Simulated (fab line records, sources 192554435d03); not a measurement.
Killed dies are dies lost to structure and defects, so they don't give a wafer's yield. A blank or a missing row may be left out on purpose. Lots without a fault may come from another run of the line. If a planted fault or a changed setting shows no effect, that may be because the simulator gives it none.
One fault seen from 2 desks || flow n5_finfet || only its own numbers are on each desk; what lay behind them is given at the end

FOR THE TOOL OWNER'S DESK: rie_diel-04
The tool's own readings at N5_BEOL_M11_TRENCH_ETCH_37 (etches SiCOH lowk in C4F6/O2, target depth 148.83 nm, time 48 s): means of the sampled wafers that have a number, for each lot that ran on this tool. Marked OUT: a lot whose mean sits more than 4 standard deviations from the usual mean, which makes it out of limits; the brackets give that distance. Shown are 7 of the 8 readings it has, namely the first that went out of limits plus those furthest out on some lot.
Columns: A = O2_flow_sccm at N5_BEOL_M11_TRENCH_ETCH_37, usual 9.994 sccm; B = drypump_motor_current_A at N5_BEOL_M11_TRENCH_ETCH_37, usual 5.6 A; C = oes_f_703_au at N5_BEOL_M11_TRENCH_ETCH_37, usual 0.80 a.u.; D = oes_product_au at N5_BEOL_M11_TRENCH_ETCH_37, usual 0.81 a.u.; E = rf_fwd_power_W at N5_BEOL_M11_TRENCH_ETCH_37, usual 341.2 W; F = rf_vpp_V at N5_BEOL_M11_TRENCH_ETCH_37, usual 671 V; G = showerhead_plenum_p_Torr at N5_BEOL_M11_TRENCH_ETCH_37, usual 2.87 Torr
{"lot": "L894", "first seen here": "day 11 13:50", "A": 10.014, "B": 4.9, "C": 0.80, "D": 0.82, "E": 341.9, "F": 669, "G": 2.94}
{"lot": "L902", "first seen here": "day 12 16:56", "A": 9.976, "B": 5.3, "C": 0.83, "D": 0.85, "E": 340.8, "F": 677, "G": 3.01}
{"lot": "L900", "first seen here": "day 13 17:55", "A": 10.002, "B": 5.4, "C": 0.85, "D": 0.88, "E": 340.3, "F": 672, "G": 2.94}
{"lot": "L906", "first seen here": "day 14 22:19", "A": 9.987, "B": 5.4, "C": 0.92, "D": 0.88, "E": "368.4 (+17) OUT", "F": 649, "G": 2.93}
{"lot": "L910", "first seen here": "day 15 17:49", "A": 10.017, "B": 5.4, "C": 0.91, "D": 0.86, "E": "367.0 (+16) OUT", "F": 650, "G": 2.93}
This desk's finding: out of limits on L906, L910; first on L906, day 14 22:19 (rf_fwd_power_W at N5_BEOL_M11_TRENCH_ETCH_37). L894, L902, L900 stayed within limits.

AT THE METROLOGY DESK
Lot by lot, what the gauges showed, no matter which tool ran the lot: averages of those sampled wafers that carry a number. Marked OUT: a lot whose mean sits more than 4 standard deviations from the usual mean, which makes it out of limits; the brackets give that distance.
Columns: A = cd_nm at N5_BEOL_M11_CD_MEAS_18, usual 70.0 nm; B = cd_nm at N5_BEOL_M11_CD_MEAS_28, usual 70.1 nm; C = trench_depth_nm at N5_BEOL_M11_OCD_MEAS_38, usual 149.8 nm; D = M11_THK at N5_BEOL_M11_THK_MEAS_53, usual 140.8 nm; E = M11_RS at N5_BEOL_M11_RS_MEAS_57, usual 0.150 ohm/sq
{"lot": "L894", "first seen here": "day 11 11:47", "A": 70.3, "B": 70.8, "C": 151.2, "D": 141.5, "E": 0.149}
{"lot": "L902", "first seen here": "day 12 16:05", "A": 70.0, "B": 68.4, "C": 150.7, "D": 142.3, "E": 0.148}
{"lot": "L900", "first seen here": "day 13 16:22", "A": 69.6, "B": 71.0, "C": 150.6, "D": 140.9, "E": 0.149}
{"lot": "L906", "first seen here": "day 14 20:23", "A": 69.2, "B": 70.9, "C": 154.7, "D": 146.0, "E": 0.144}
{"lot": "L908", "first seen here": "day 15 03:29", "A": 71.4, "B": 69.6, "C": 151.4, "D": 142.2, "E": 0.150}
{"lot": "L910", "first seen here": "day 15 15:01", "A": 70.5, "B": 69.6, "C": 154.5, "D": 146.4, "E": 0.144}
{"lot": "L914", "first seen here": "day 16 09:44", "A": 69.3, "B": 69.2, "C": 152.2, "D": 143.5, "E": 0.148}
{"lot": "L915", "first seen here": "day 17 02:22", "A": 69.0, "B": 69.9, "C": 149.8, "D": 141.1, "E": 0.149}
{"lot": "L916", "first seen here": "day 17 10:48", "A": 70.3, "B": 71.4, "C": 148.6, "D": 141.1, "E": 0.149}
Result from this desk: across the 9 lots, nothing is out of limits.

PUT TOGETHER
An alarm could have come from the tool owner's desk at day 14 22:19, on L906, L910.
Nothing out of limits was seen by the metrology desk.
The metrology desk has L906, L910 on record, within its limits.
Every lot named ran N5_BEOL_M11_TRENCH_ETCH_37 on rie_diel-04.

WHAT THE SIMULATOR HAD INSERTED
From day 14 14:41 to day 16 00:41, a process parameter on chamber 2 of rie_diel-04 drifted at N5_BEOL_M11_TRENCH_ETCH_37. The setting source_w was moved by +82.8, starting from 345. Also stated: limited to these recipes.
Struck lots among those shown: L906, L910.
Delay in hours, fault start to first out-of-limits reading, by desk: the tool owner's desk at 8.
